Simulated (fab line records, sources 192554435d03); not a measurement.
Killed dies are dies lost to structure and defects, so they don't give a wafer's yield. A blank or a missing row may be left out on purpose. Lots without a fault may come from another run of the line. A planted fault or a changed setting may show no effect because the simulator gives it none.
fab line records | flow n5_finfet
record lots=8 wafers=24 last_day=19
route steps=1938 shown SDB@374 HKMG_FIN@406 BEOL_M4@1111 PASSIVATION@1936
lots that met no fault: from a run of the same line without faults
start_h: hours from the record's first day to the start of the lot's first wafer shown | wait_h: hours since the lot's step before | " the same as in the row above | L1.1+2: a row that stands for several wafers | - no value, or no start given | * or withheld: withheld | < > ~ a bound
route shown NAME@n: a module of which the file shows steps, and the number in the route of the first | usual: mean/standard deviation of fault-free wafers | same: alike in all rows | chamber/n: place in a boat | sites: the reading at each site | _std_site: their standard deviation | _edge_site: outer sites' mean less inner sites' | radius_mm: how far each site lies from the wafer's centre | mask NAME#n: copy n | behind: the tool/chamber that last shaped the wafer | hold: why the lot was held/for how many hours/how that ended | device: the transistor (n, p or np) that didn't switch | end of line: the same wafers' tests at the end of the route | a step without rows: its recipe alone | killed: dies lost to structure and defects at the first sort, not the wafer's yield | map: a wafer's dies, x killed, . not, _ none there
set.NAME: the setting as run; set.NAME@STEP: as run at that earlier step | model.NAME: the simulator's own value behind a step, which no gauge read
steps of the route over a sample of lots; a table a step, a row a wafer
services: from which hour (start_h, from the record's first day; less than 0 if before it) a tool's chamber was out of use, for how many hours, and why
## steps
# step N5_SDB_CMP_30
# recipe stop_on=poly-Si t_overpolish_s=1.54 post_cmp_clean=alkaline_brush down_force_psi=4.1491 platen_rpm=51.796 pad_velocity_m_s=1.0306 target_thk_nm=30
# usual edge_zone_pressure_frac=1.001/0.0051 motor_current_A=12.2/1.5 overpolish_run_s=1.540/0.0089 slurry_flow_ml_min=150.0/0.43 time_to_endpoint_s=18.1/2.6
# same t_overpolish_s=1.54
# columns lot.wafer tool chamber start_h wait_h edge_zone_pressure_frac motor_current_A overpolish_run_s slurry_flow_ml_min time_to_endpoint_s
L484.2 cmp-01 2 87.63 1.4 0.997 12.2 1.545 150.0 15.5
L484.4 " 3 " " 1.006 12.2 1.553 149.8 14.0
L484.1 " 0 " " 1.001 12.1 1.544 150.2 18.2
L486.4 cmp-04 1 98.17 1.5 0.998 12.1 1.533 150.3 20.2
L486.1 " 2 " " 1.008 13.5 1.553 150.0 18.2
L486.6 " 0 " " 0.997 12.8 1.550 149.6 19.8
L496.1 cmp-03 1 158.09 1.4 1.000 10.7 1.542 150.0 19.4
L496.4 " 3 " " 1.003 10.7 1.534 149.6 19.7
L496.6 " 1 " " 1.002 9.8 1.549 149.7 19.3
L497.1 cmp-01 1 166.45 1.5 0.998 10.8 1.525 150.3 14.3
L497.6 " 2 " " 1.008 12.8 1.527 150.5 18.1
L497.5 " 3 " " 0.999 12.0 1.531 149.8 14.1
L498.4 cmp-01 0 170.35 1.4 1.008 12.1 1.556 149.5 18.7
L498.1 " 2 " " 1.004 12.9 1.549 150.3 18.6
L498.2 " 3 " " 0.999 11.3 1.544 151.1 16.2
L501.4 cmp-03 1 196.44 1.4 0.998 10.8 1.550 150.1 19.7
L501.6 " 1 " " 1.001 10.6 1.536 150.0 18.5
L501.5 " 2 " " 1.001 10.7 1.534 150.3 21.7
L504.3 cmp-04 3 207.85 1.4 1.000 16.6 1.549 150.4 19.8
L504.1 " 1 " " 0.996 11.1 1.539 150.0 18.4
L504.6 " 3 " " 1.001 16.1 1.532 150.5 21.5
L503.1 cmp-01 3 209.21 1.4 0.996 12.7 1.524 149.7 13.9
L503.3 " 0 " " 0.999 12.3 1.545 150.2 20.5
L503.4 " 1 " " 0.997 9.9 1.547 149.9 15.0
# step N5_HKMG_FIN_ETCH_58
# recipe chemistry=N2/H2 target=SOC target_depth_a=2158 ion_energy_ev=50 bias_w=13 time_s=741 pressure_mtorr=30 source_w=875 n2_flow_sccm=200 h2_flow_sccm=200
# usual drypump_motor_current_A=5.6/0.35 oes_product_au=0.77/0.072 rf_fwd_power_W=874/3.1 rf_vpp_V=99.3/0.83 showerhead_plenum_p_Torr=2.57/0.067 throttle_valve_pct=17.81/0.29
# columns lot.wafer tool chamber start_h wait_h drypump_motor_current_A oes_product_au rf_fwd_power_W rf_hours_counter_h rf_vpp_V showerhead_plenum_p_Torr throttle_valve_pct
L484.1 rie_diel-03 2 89.88 0.0 6.3 0.73 877 170 100.1 2.52 17.66
L484.2 " 3 " " 5.1 0.75 875 130 100.8 2.57 17.87
L484.4 " 1 " " 5.8 0.81 872 85 99.0 2.56 17.50
L486.1 rie_diel-03 0 100.36 0.0 5.3 0.70 877 222 99.7 2.59 17.96
L486.4 " 1 " " 5.8 0.79 870 89 99.4 2.55 17.51
L486.6 " 2 " " 6.4 0.72 879 - 99.2 2.52 17.67
L496.1 rie_diel-03 3 160.36 0.0 5.1 0.73 878 156 99.0 2.55 17.92
L496.4 " 2 " " 6.3 0.70 868 197 100.0 2.51 17.70
L496.6 " 2 " " 6.3 0.71 871 - 99.2 2.51 17.70
L497.1 rie_diel-03 2 168.60 0.0 6.3 0.70 873 200 99.9 2.51 17.72
L497.5 " 2 " " 6.2 0.70 874 - 99.8 2.51 17.73
L497.6 " 1 " " 5.8 0.77 875 - 99.8 2.54 17.57
L498.1 rie_diel-06 3 172.84 0.0 5.1 0.72 872 178 98.4 2.65 18.37
L498.2 " 0 " " 5.9 0.84 874 73 99.0 2.46 17.45
L498.4 " 2 " " 5.5 0.83 877 77 99.6 2.57 17.76
L501.4 rie_diel-01 2 198.94 0.2 5.7 0.67 877 - 98.4 2.62 18.33
L501.5 " 1 " " 5.5 0.76 873 - 99.5 2.65 18.03
L501.6 " 3 " " 5.5 0.84 877 - 98.0 2.49 17.54
L504.1 rie_diel-06 1 210.33 0.0 5.6 0.71 872 238 99.6 2.60 18.19
L504.3 " 2 " " 5.5 0.81 875 89 99.5 2.57 17.79
L504.6 " 1 " " 5.6 0.69 869 - 98.7 2.60 18.19
L503.1 rie_diel-03 1 211.45 0.0 5.8 0.76 873 129 98.1 2.54 17.60
L503.3 " 2 " " 6.3 0.69 873 216 97.6 2.50 17.73
L503.4 " 3 " " 5.1 0.72 873 175 99.4 2.55 17.95
# step N5_HKMG_FIN_CVD_62
# recipe material=a-Si target_thk_a=30 temp_c=500 precursor=Si2H6 pressure_torr=1 time_s=20.8
# usual chamber_pressure_Torr=1.0000/0.0023 heater_power_outer_w=941/110 heater_power_w=1448/200
# columns lot.wafer tool chamber start_h wait_h chamber_pressure_Torr heater_power_outer_w heater_power_w
L484.1 thermal_cvd_si-01 0 91.30 0.2 0.9992 1002 1403
L484.2 " 1 " " 0.9995 933 1435
L484.4 " 0 " " 1.0013 1003 1435
L486.1 thermal_cvd_si-01 2 101.79 0.2 0.9974 885 1263
L486.4 " 0 " " 0.9984 991 1410
L486.6 " 0 " " 1.0003 984 1438
L496.1 thermal_cvd_si-01 0 161.79 0.2 1.0011 990 1434
L496.4 " 2 " " 0.9995 877 1298
L496.6 " 1 " " 0.9984 906 1459
L497.1 thermal_cvd_si-02 2 170.10 0.2 1.0027 844 1358
L497.5 " 0 " " 0.9998 818 1299
L497.6 " 2 " " 0.9975 830 1315
L498.1 thermal_cvd_si-01 0 174.32 0.2 1.0016 1008 1417
L498.2 " 1 " " 1.0015 950 1455
L498.4 " 2 " " 0.9994 882 1337
L501.4 thermal_cvd_si-01 0 200.20 0.1 1.0020 974 1399
L501.5 " 2 " " 1.0009 870 1322
L501.6 " 1 " " 1.0023 938 1498
L504.1 thermal_cvd_si-01 0 211.96 0.2 1.0020 1029 1378
L504.3 " 1 " " 1.0045 957 1481
L504.6 " 1 " " 1.0064 937 1470
L503.1 thermal_cvd_si-02 2 212.98 0.2 1.0018 866 1349
L503.3 " 0 " " 0.9964 810 1311
L503.4 " 1 " " 0.9981 1125 1964
# step N5_HKMG_FIN_ALD_36
# recipe material=TiN target_thk_a=10 temp_c=400 ald_precursor_family=TiCl4 ald_co_reactant=NH3 pulse_time_s=1 purge_time_s=3 co_reactant_purge_time_s=2 co_reactant_pulse_time_s=2 ald_cycles=47 pressure_torr=3
# usual ald_cycles=47/0 chamber_pressure_Torr=3.000/0.0065 co_reactant_purge_time_s=2/0 heater_power_outer_w=533/71 heater_power_w=866/96 precursor_pulse_height_rel=1.000/0.02
# columns lot.wafer tool chamber start_h wait_h ald_cycles chamber_pressure_Torr co_reactant_purge_time_s heater_power_outer_w heater_power_w precursor_pulse_height_rel
L484.1 ald_metal-01 3 91.73 0.0 47 3.004 2 516 855 0.987
L484.2 " 0 " " 47 3.000 2 561 975 0.975
L484.4 " 1 " " 47 3.001 2 472 844 0.989
L486.1 ald_metal-02 3 102.31 0.0 47 2.989 2 407 637 1.027
L486.4 " 0 " " 47 2.997 2 640 989 1.020
L486.6 " 1 " " 47 2.996 2 472 825 0.964
L496.1 ald_metal-02 0 162.19 0.0 - - - - - -
L496.4 " 2 " " - - - - - -
L496.6 " 3 " " - - - - - -
L497.1 ald_metal-01 0 170.66 0.1 - - - - - -
L497.5 " 0 " " - - - - - -
L497.6 " 1 " " - - - - - -
L498.1 ald_metal-01 2 174.71 0.0 - - - - - -
L498.2 " 0 " " - - - - - -
L498.4 " 1 " " - - - - - -
L501.4 ald_metal-02 2 200.57 0.0 47 2.998 2 569 843 0.994
L501.5 " 3 " " 47 2.992 2 397 636 1.006
L501.6 " 0 " " 47 3.001 2 661 983 1.013
L504.1 ald_metal-01 2 212.61 0.0 47 2.998 2 512 863 1.011
L504.3 " 0 " " 47 2.994 2 553 971 0.980
L504.6 " 2 " " 47 2.995 2 512 847 0.995
L503.1 ald_metal-01 0 213.56 0.0 47 3.000 2 569 948 0.985
L503.3 " 1 " " 47 3.001 2 494 824 1.042
L503.4 " 3 " " 47 3.005 2 518 855 1.032
# step N5_BEOL_M4_RC_MEAS_101
# usual DIBL_N=36.1/1.6 DIBL_P=35.7/1.8 IOFF_N=0.159/0.027 IOFF_P=0.21/0.03 IOFF_P_85C=3.6/0.43 IOFF_P_LIN=0.100/0.011 IOFF_P_LONG=0.00011/9.7e-06 ION_N=673/10 ION_P=462/7.4 SS_N=71.4/0.56 SS_P=73.2/0.61 VT_N=249.7/3 VT_P=-250/3.1 VT_P_LONG=-275/3.3 VT_P_LVT=-98.4/2.7
# columns lot.wafer tool chamber start_h wait_h DIBL_N[mV/V] DIBL_P[mV/V] IOFF_N[nA/um] IOFF_P[nA/um] IOFF_P_85C[nA/um] IOFF_P_LIN[nA/um] IOFF_P_LONG[nA/um] ION_N[uA/um] ION_P[uA/um] SS_N[mV/dec] SS_P[mV/dec] VT_N[mV] VT_P[mV] VT_P_LONG[mV] VT_P_LVT[mV]
L484.1 prober-02 0 183.10 0.0 33.5 30.8 0.133 0.20 3.5 0.104 0.000133 683 480 70.9 72.1 249.5 -248 -267 -96.7
L484.2 " 0 " " 35.2 33.0 0.156 0.23 3.9 0.115 0.000135 686 476 70.7 72.6 249.5 -246 -267 -95.0
L484.4 " 0 " " 37.1 34.6 0.187 0.26 4.3 0.122 0.000132 677 471 72.3 73.4 245.7 -244 -270 -95.3
L486.1 prober-02 0 191.87 0.0 36.4 34.9 0.162 0.20 3.6 0.102 0.000116 671 463 71.4 72.7 250.1 -250 -274 -97.7
L486.4 " 0 " " 37.0 35.9 0.170 0.22 3.9 0.109 0.000107 678 467 71.6 73.7 246.8 -248 -274 -95.7
L486.6 " 0 " " 36.4 35.9 0.167 0.23 3.9 0.112 0.00011 676 469 71.2 73.8 247.0 -247 -274 -95.5
L496.1 prober-01 0 255.28 0.0 39.8 39.4 0.213 0.05 1.1 0.022 5.3e-05 686 394 72.4 75.0 248.2 -294 -321 -141.1
L496.4 " 0 " " 38.1 36.4 0.185 0.04 0.9 0.019 5.1e-05 687 392 71.5 73.2 247.2 -298 -323 -145.7
L496.6 " 0 " " 38.0 36.1 0.174 0.04 0.9 0.018 4.5e-05 683 388 71.9 73.5 248.8 -298 -323 -143.5
L497.1 prober-02 0 255.59 0.0 36.1 36.2 0.161 0.05 1.0 0.022 5.5e-05 682 404 72.0 72.8 248.9 -289 -315 -142.8
L497.5 " 0 " " 35.4 35.9 0.151 0.04 1.0 0.021 5.4e-05 681 398 71.7 73.7 250.4 -290 -317 -140.6
L497.6 " 0 " " 37.2 38.5 0.198 0.05 1.1 0.024 5.4e-05 694 402 71.3 72.9 243.9 -290 -317 -139.3
L498.1 prober-02 0 276.55 0.0 35.1 36.0 0.152 0.04 0.9 0.020 5.6e-05 684 399 71.3 72.8 249.8 -297 -314 -143.8
L498.2 " 0 " " 38.1 38.5 0.243 0.05 1.1 0.023 5.1e-05 688 397 72.3 73.2 242.1 -294 -318 -142.1
L498.4 " 0 " " 35.5 36.5 0.172 0.04 0.9 0.020 4.7e-05 685 393 72.0 72.8 246.1 -294 -319 -145.9
L501.4 prober-01 0 305.14 0.5 34.9 34.5 0.122 0.17 3.1 0.087 0.000109 666 455 71.1 73.3 253.6 -252 -273 -102.1
L501.5 " 0 " " 35.7 36.9 0.148 0.21 3.6 0.100 0.000103 683 467 70.8 73.6 250.6 -250 -274 -99.4
L501.6 " 0 " " 36.4 37.7 0.163 0.21 3.6 0.098 0.000109 683 465 71.6 73.8 250.1 -251 -273 -99.3
L504.1 prober-02 0 328.91 0.0 34.9 33.0 0.124 0.19 3.2 0.094 0.00012 667 465 70.6 72.9 250.1 -249 -272 -98.3
L504.3 " 0 " " 40.0 39.2 0.210 0.30 4.7 0.128 0.000121 684 473 71.4 75.1 246.3 -246 -268 -93.1
L504.6 " 0 " " 37.2 35.1 0.147 0.23 3.8 0.107 0.000124 675 478 70.6 73.6 249.8 -248 -271 -96.3
L503.1 prober-01 0 341.71 0.0 35.2 34.8 0.156 0.22 3.9 0.110 0.000116 662 460 71.1 73.1 247.2 -244 -273 -96.3
L503.3 " 0 " " 34.7 33.7 0.139 0.20 3.6 0.104 0.000122 670 468 70.9 72.1 251.6 -245 -271 -96.0
L503.4 " 0 " " 36.7 36.9 0.201 0.26 4.4 0.125 0.000122 694 482 71.0 73.1 243.3 -242 -270 -92.5
# step N5_PASSIVATION_PROBE_49
# usual defect_limited_yield=91.0/1.3 killed_at_M0_to_M3=33/10 killed_at_M4_up=14/5.6 killed_at_contacts=12/5.8 killed_at_front_end=43/11 killed_at_other=4.1/2.8 killed_dies=106/15 killed_open=70/12 killed_short=34/7.5 sort_bin_4_leakage=0.00/0.0099 sort_bin_5_function=5.3/0.88 sort_bin_6_memory=3.3/0.64 sort_bin_8_speed=0.00/0.016 sort_n_pass=1074/15 sort_yield_pct=91.0/1.3
# same gross_dies=1180 killed_at_back_side=0
# columns lot.wafer tool chamber start_h wait_h defect_limited_yield[%] killed_at_M0_to_M3 killed_at_M4_up killed_at_contacts killed_at_front_end killed_at_other killed_dies killed_open killed_short sort_bin_4_leakage[%] sort_bin_5_function[%] sort_bin_6_memory[%] sort_bin_8_speed[%] sort_n_pass sort_yield_pct[%]
L496.1 prober-01 - 356.70 0.0 91.7 26 12 4 52 4 98 62 35 0 5.5 2.6 91.69 0 0
L496.4 prober-01 - 356.85 0.2 90.1 43 24 1 47 2 117 69 42 0 6.0 3.1 90.08 0 0
L496.6 prober-01 - 356.95 0.3 91.8 39 13 7 36 2 97 67 24 0 5.1 2.9 91.78 0 0
L497.1 prober-01 - 367.95 0.0 94.2 26 6 12 22 2 68 39 27 0 3.7 1.8 94.24 0 0
L497.5 prober-01 - 368.15 0.2 91.9 28 11 9 38 9 95 57 37 0 4.2 3.3 91.95 0 0
L497.6 prober-01 - 368.20 0.3 91.2 33 16 16 32 7 104 77 27 0 4.9 3.6 91.19 0 0
L498.1 prober-01 - 376.18 0.0 91.9 17 28 8 38 5 96 63 33 0 5.2 2.5 91.86 0 0
L498.2 prober-01 - 376.23 0.1 91.4 19 16 12 51 3 101 66 34 0.08 4.7 3.6 91.36 0 0
L498.4 prober-01 - 376.33 0.2 91.4 20 21 17 42 2 102 62 38 0 4.8 3.5 91.36 0 0
# killed by level:class
L496.1 FIN_SAQP:geometric_particle:open=12 STI_FIN_REVEAL:geometric_particle:open=12 FIN_SAQP:geometric_particle:short=10 STI_FIN_REVEAL:geometric_particle:short=7 BEOL_M1:geometric_particle:open=5 BEOL_M0_SAQP:geometric_particle:open=4 BEOL_M0:geometric_particle:open=4 BEOL_M1:geometric_particle:short=4
L496.4 BEOL_M4:geometric_particle:open=12 BEOL_M3:geometric_particle:open=11 STI_FIN_REVEAL:geometric_particle:open=9 FIN_SAQP:geometric_particle:short=8 BEOL_M0_SAQP:geometric_particle:short=7 BEOL_M0_SAQP:geometric_particle:open=7 BEOL_M1:geometric_particle:open=6 BEOL_M4:geometric_particle:short=5
L496.6 DUMMY_GATE:geometric_particle:open=9 BEOL_M1:geometric_particle:open=9 BEOL_M3:geometric_particle:open=8 FIN_SAQP:geometric_particle:open=7 STI_FIN_REVEAL:geometric_particle:open=7 MOL_CONTACT_COAG:geometric_particle:open=6 BEOL_M0_SAQP:geometric_particle:open=6 BEOL_M0_SAQP:geometric_particle:short=4
L497.1 BEOL_M1:geometric_particle:open=10 MOL_CONTACT_COAG:geometric_particle:open=9 FIN_SAQP:geometric_particle:short=8 BEOL_M0_SAQP:geometric_particle:short=4 BEOL_M2:geometric_particle:open=4 FIN_SAQP:geometric_particle:open=3 MOL_CONTACT_COAG:geometric_particle:short=3 BEOL_M0_SAQP:geometric_particle:open=3
L497.5 FIN_SAQP:geometric_particle:open=10 MOL_CONTACT_COAG:geometric_particle:open=8 BEOL_M3:geometric_particle:open=7 GATE_CUT:geometric_particle:short=6 BEOL_M2:geometric_particle:open=6 FIN_SAQP:geometric_particle:short=5 BEOL_M2:geometric_particle:short=5 BEOL_M0_SAQP:geometric_particle:short=5
L497.6 MOL_CONTACT_COAG:geometric_particle:open=14 BEOL_M3:geometric_particle:open=13 DUMMY_GATE:geometric_particle:open=10 BEOL_M1:geometric_particle:open=6 STI_FIN_REVEAL:geometric_particle:open=5 BEOL_M5:geometric_particle:open=5 BEOL_M0_SAQP:geometric_particle:short=4 BEOL_M2:geometric_particle:open=4
L498.1 BEOL_M4:geometric_particle:open=12 FIN_SAQP:geometric_particle:open=8 DUMMY_GATE:geometric_particle:open=8 FIN_SAQP:geometric_particle:short=7 MOL_CONTACT_COAG:geometric_particle:open=6 BEOL_M5:geometric_particle:open=6 BEOL_M0_SAQP:geometric_particle:short=5 BEOL_M4:geometric_particle:short=5
L498.2 STI_FIN_REVEAL:geometric_particle:open=10 BEOL_M4:geometric_particle:open=9 FIN_SAQP:geometric_particle:open=7 FIN_SAQP:geometric_particle:short=7 MOL_CONTACT_COAG:geometric_particle:open=6 DUMMY_GATE:geometric_particle:open=5 MOL_CONTACT_COAG:geometric_particle:short=5 BEOL_M3:geometric_particle:open=5
L498.4 BEOL_M4:geometric_particle:open=12 FIN_SAQP:geometric_particle:short=10 MOL_CONTACT_COAG:geometric_particle:open=10 BEOL_M2:geometric_particle:open=9 FIN_SAQP:geometric_particle:open=7 MOL_CONTACT_COAG:geometric_particle:short=6 STARTING-WAFER:geometric_particle:short=5 DUMMY_GATE:geometric_particle:short=4
## services
# columns tool chamber start_h hours kind
thermal_cvd_si-02 0 66.05 7.0 repair
cmp-03 - 73.17 2.2 repair
cmp-03 - 86.36 0.6 repair
rie_diel-01 2 87.98 4.9 repair
cmp-01 - 95.58 2.7 repair
thermal_cvd_si-01 1 100.38 7.0 repair
thermal_cvd_si-02 - 103.09 2.8 pm
rie_diel-01 3 105.08 9.1 repair
cmp-03 - 108.70 7.0 pm
rie_diel-01 0 113.19 5.2 repair
rie_diel-06 2 113.32 8.0 repair
thermal_cvd_si-02 - 113.51 5.2 repair
cmp-03 - 121.70 1.0 repair
cmp-04 - 135.93 2.8 repair
rie_diel-06 2 144.85 12.2 repair
rie_diel-03 0 170.10 5.9 repair
cmp-03 - 171.85 0.3 repair
cmp-04 - 173.75 4.0 pm
ald_metal-02 3 182.24 6.9 repair
cmp-01 - 188.53 14.5 pm
cmp-04 - 194.82 0.4 repair
ald_metal-01 0 198.69 3.0 repair
ald_metal-02 - 203.27 8.7 pm
cmp-03 - 212.39 4.0 pm
## key
first_sign step=N5_HKMG_FIN_ALD_36 reading=tool_record direction=missing
effect step=N5_BEOL_M4_RC_MEAS_101 reading=VT_P_LVT direction=down sigmas=17 usual=-98.4 struck=-142.8
effect step=N5_BEOL_M4_RC_MEAS_101 reading=VT_P direction=down sigmas=14 usual=-250 struck=-294
effect step=N5_BEOL_M4_RC_MEAS_101 reading=VT_P_LONG direction=down sigmas=13 usual=-275 struck=-319
effect step=N5_BEOL_M4_RC_MEAS_101 reading=ION_P direction=down sigmas=8.8 usual=462 struck=396
effect step=N5_BEOL_M4_RC_MEAS_101 reading=IOFF_P_LIN direction=down sigmas=7 usual=0.100 struck=0.021
effect step=N5_BEOL_M4_RC_MEAS_101 reading=IOFF_P_85C direction=down sigmas=6.2 usual=3.6 struck=1.0
effect step=N5_BEOL_M4_RC_MEAS_101 reading=IOFF_P_LONG direction=down sigmas=5.9 usual=0.00011 struck=5.2e-05
effect step=N5_BEOL_M4_RC_MEAS_101 reading=IOFF_P direction=down sigmas=5.5 usual=0.21 struck=0.04
effect step=N5_PASSIVATION_PROBE_49 reading=sort_bin_8_speed direction=up sigmas=99+ usual=0.00 struck=91.72
met_at N5_HKMG_FIN_ALD_36
struck_lots L496,L497,L498
not_acting_at N5_SDB_CMP_30,N5_HKMG_FIN_ETCH_58,N5_HKMG_FIN_CVD_62
onset_between 102.31 162.19
fault kind=skipped_step_whole tool=ald_metal-01,ald_metal-02 chamber=- onset_h=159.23 steps=N5_HKMG_FIN_ALD_36 scope=struck_lots_only
